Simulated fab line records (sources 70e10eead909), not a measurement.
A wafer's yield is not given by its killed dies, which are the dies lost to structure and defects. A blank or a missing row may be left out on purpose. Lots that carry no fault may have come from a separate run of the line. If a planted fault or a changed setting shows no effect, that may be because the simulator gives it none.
What tool caused it?    flow nand harc    11 lots, 33 wafers sampled, at 6 steps of a route of 1302

## WHAT THE GAUGES SHOWED, per wafer
NHARC_P_ZERO_WELL_CD_MEAS_11 targets a cd of 500 nm. Usual: cd nm at 500.5 nm, with a standard deviation of 1.9.
lot   measured      on         cd nm (nm)         flag
L337  day 1 21:14   cd sem-01  497.8 494.0 498.0  
L339  day 2 17:08   cd sem-02  499.6 497.9 496.8  
L341  day 3 13:07   cd sem-02  501.6 500.7 499.0  
L342  day 3 23:14   cd sem-02  499.4 499.5 501.2  
L343  day 4 09:14   cd sem-02  500.5 496.4 499.3  
L344  day 4 19:35   cd sem-01  502.9 502.9 504.2  
L353  day 8 13:07   cd sem-01  498.4 498.7 499.1  
L354  day 8 23:07   cd sem-02  499.8 499.3 499.7  
L356  day 9 19:15   cd sem-02  501.4 500.4 499.1  
L358  day 10 15:16  cd sem-02  499.3 502.1 500.8  
L359  day 11 01:15  cd sem-02  499.1 502.4 499.5  

NHARC_P_ZERO_WELL_CD_MEAS_37 targets a cd of 720 nm. Usual: cd nm at 720.1 nm, with a standard deviation of 2.5.
lot   measured      on         cd nm (nm)                           flag
L337  day 1 23:59   cd sem-02  722.1 721.3 723.3                    
L339  day 2 20:14   cd sem-01  723.5 723.7 724.5                    
L341  day 3 15:59   cd sem-01  715.9 715.3 719.0                    
L342  day 4 02:14   cd sem-01  715.7 721.5 717.1                    
L343  day 4 12:10   cd sem-03  719.6 721.3 721.4                    
L344  day 4 22:32   cd sem-01  741.0 739.5 738.1 741.0 740.0 738.4  OFF
L353  day 8 16:02   cd sem-01  719.6 719.3 720.1                    
L354  day 9 01:55   cd sem-01  721.5 723.6 718.9                    
L356  day 9 22:05   cd sem-03  724.1 722.8 723.1                    
L358  day 10 18:15  cd sem-02  717.9 719.0 713.3                    
L359  day 11 04:15  cd sem-01  719.1 719.7 720.4                    

NHARC_END_SORT_01. Usual: killed at array 51, standard deviation 17; killed at other 1.0, standard deviation 1.2; killed at periphery 3.4, standard deviation 2.5; killed dies 56, standard deviation 17; killed open 3.3, standard deviation 2.1; killed short 2.6, standard deviation 1.6.
lot   measured      on         killed at array  killed at other  killed at periphery  killed dies  killed open  killed short  flag
L341  day 25 22:46  prober-02  48 35 34         1 0 1            2 9 4                51 44 39     5 2 3        3 1 3         
L344  day 27 06:16  prober-02  68 61 54         0 1 0            5 2 4                73 64 58     2 6 4        1 3 3         
L353  day 31 03:23  prober-01  26 39 34         1 0 0            2 3 1                29 42 35     1 5 1        3 5 3         

## WHICH TOOL RAN EACH LOT (tool, then ch and the chambers of the sampled wafers, then the start)
lot   NHARC_P_ZERO_WELL_EXPOSE_34        NHARC_P_STI_ETCH_31                            NHARC_P_STI_ETCH_15
L337  krf scanner-03 ch 0, day 1 23:50   rie diel-12 ch 0,2,3, day 2 20:25 or earlier   rie si-02 ch 1,3, day 2 20:25
L339  krf scanner-03 ch 0, day 2 20:05   rie diel-12 ch 0,3, day 3 16:55 or earlier     rie si-02 ch 0,1,2, day 3 16:55
L341  krf scanner-04 ch 0, day 3 15:50   rie diel-13 ch 0,1,3, day 4 13:28 or earlier   rie si-06 ch 0,1,2, day 4 13:28
L342  krf scanner-03 ch 0, day 4 02:05   rie diel-07 ch 1,2, day 4 23:11 or earlier     rie si-06 ch 0,1,3, day 4 23:11
L343  krf scanner-03 ch 0, day 4 12:00   rie diel-13 ch 0,2, day 5 08:16 or earlier     rie si-06 ch 0,2, day 5 08:16
L344  krf scanner-03 ch 0, day 4 22:23   rie diel-12 ch 1,2,3, day 6 00:41 or earlier   rie si-03 ch 0,1,2, day 6 00:41
L353  krf scanner-03 ch 0, day 8 15:53   rie diel-12 ch 0,2,3, day 9 11:30 or earlier   rie si-06 ch 0,2,3, day 9 11:30
L354  krf scanner-03 ch 0, day 9 01:45   rie diel-13 ch 1,2,3, day 9 21:07 or earlier   rie si-06 ch 2,3, day 9 21:07
L356  krf scanner-02 ch 0, day 9 21:56   rie diel-12 ch 0,1, day 10 18:03 or earlier    rie si-02 ch 2,3, day 10 18:03
L358  krf scanner-04 ch 0, day 10 18:06  rie diel-13 ch 0,1,3, day 11 13:09 or earlier  rie si-02 ch 2,3, day 11 13:09
L359  krf scanner-03 ch 0, day 11 04:06  rie diel-07 ch 0,1,2, day 11 23:59 or earlier  rie si-02 ch 1,2, day 11 23:59
- NHARC_P_ZERO_WELL_EXPOSE_34: exposes mask P PWELL, target cd 720 nm.
- NHARC_P_STI_ETCH_31: etches the open film in CF4/CHF3, target depth 108.9 nm, time 54.5 s.
- NHARC_P_STI_ETCH_15: etches the open film in HBr/Cl2, target depth 300 nm, time 100.1 s.

## WHAT THE TOOLS THEMSELVES READ (means of the sampled wafers that have a number; where no wafer has one, the mark that the record gives instead)
NHARC_P_ZERO_WELL_EXPOSE_34. Usual: reticle temp C at 22.99 C, with a standard deviation of 0.11.
lot   tool            reticle temp C (C)  flag
L337  krf scanner-03  23.01               
L339  krf scanner-03  23.06               
L341  krf scanner-04  22.95               
L342  krf scanner-03  23.08               
L343  krf scanner-03  23.10               
L344  krf scanner-03  23.07               
L353  krf scanner-03  22.96               
L354  krf scanner-03  23.01               
L356  krf scanner-02  22.96               
L358  krf scanner-04  23.01               
L359  krf scanner-03  22.93               

NHARC_P_STI_ETCH_31. Usual: drypump motor current A 5.5 A, standard deviation 0.39; mfc ar sccm 0.005 sccm, standard deviation 0.01; oes product au 0.962 a.u., standard deviation 0.017; rf vpp V 370.2 V, standard deviation 2.4; showerhead plenum p Torr 1.56 Torr, standard deviation 0.07; throttle valve pct 16.803 %, standard deviation 0.0092.
lot   tool         drypump motor current A (A)  mfc ar sccm (sccm)  oes product au (a.u.)  rf vpp V (V)  showerhead plenum p Torr (Torr)  throttle valve pct (%)  flag
L337  rie diel-12  5.6                          0.006               0.970                  371.2         1.60                             16.813                  
L339  rie diel-12  5.2                          0.000               0.959                  369.8         1.55                             16.802                  
L341  rie diel-13  5.7                          0.011               0.964                  370.8         1.57                             16.796                  
L342  rie diel-07  5.0                          0.000               0.960                  367.5         1.49                             16.804                  
L343  rie diel-13  5.9                          0.003               0.974                  372.1         1.62                             16.808                  
L344  rie diel-12  5.8                          0.006               0.976                  372.7         1.64                             16.805                  
L353  rie diel-12  5.6                          0.006               0.950                  371.2         1.60                             16.805                  
L354  rie diel-13  5.7                          0.015               0.963                  369.9         1.57                             16.812                  
L356  rie diel-12  5.2                          0.000               0.963                  370.6         1.56                             16.795                  
L358  rie diel-13  5.8                          0.011               0.969                  370.1         1.57                             16.800                  
L359  rie diel-07  5.2                          0.000               0.966                  368.4         1.48                             16.801                  

NHARC_P_STI_ETCH_15. Usual: drypump motor current A 5.7 A, standard deviation 0.4; oes product au 0.999 a.u., standard deviation 0.01; throttle valve pct 26.406 %, standard deviation 0.0092.
lot   tool       drypump motor current A (A)  oes product au (a.u.)  throttle valve pct (%)  flag
L337  rie si-02  5.6                          1.001                  26.404                  
L339  rie si-02  5.7                          0.996                  26.411                  
L341  rie si-06  5.3                          0.991                  26.412                  
L342  rie si-06  5.5                          1.007                  26.412                  
L343  rie si-06  5.3                          0.999                  26.401                  
L344  rie si-03  5.6                          1.008                  26.410                  
L353  rie si-06  5.7                          0.998                  26.410                  
L354  rie si-06  6.0                          0.990                  26.400                  
L356  rie si-02  5.8                          0.998                  26.402                  
L358  rie si-02  5.7                          0.998                  26.409                  
L359  rie si-02  5.4                          0.993                  26.395                  

## THE ANSWER, worked out from the rows above alone
Rule: a lot is off if the mean of its wafers that have a number lies more than 3 standard deviations from the usual mean. A lot without any number at a reading at which 4 lots or more have one is off too. Where the step has rows for the other lots, those lots are counted as sound. After the gauges, taken in route order, come the tools' own readings; for these a lot's mean is taken, as printed above. At the first step where some lot is off, the reading lying furthest off is the one used; lots without a number count as furthest.
Off at NHARC_P_ZERO_WELL_CD_MEAS_37 (cd nm): L344.
If a tool, at a process step before that reading, ran all the lots that are off and no sound lot after the first of them, it fits. Those tools and the gauges at NHARC_P_ZERO_WELL_CD_MEAS_37 are tried in the same way. Of those tried, none fits.

## WHAT HAD BEEN PUT IN BY THE SIMULATOR
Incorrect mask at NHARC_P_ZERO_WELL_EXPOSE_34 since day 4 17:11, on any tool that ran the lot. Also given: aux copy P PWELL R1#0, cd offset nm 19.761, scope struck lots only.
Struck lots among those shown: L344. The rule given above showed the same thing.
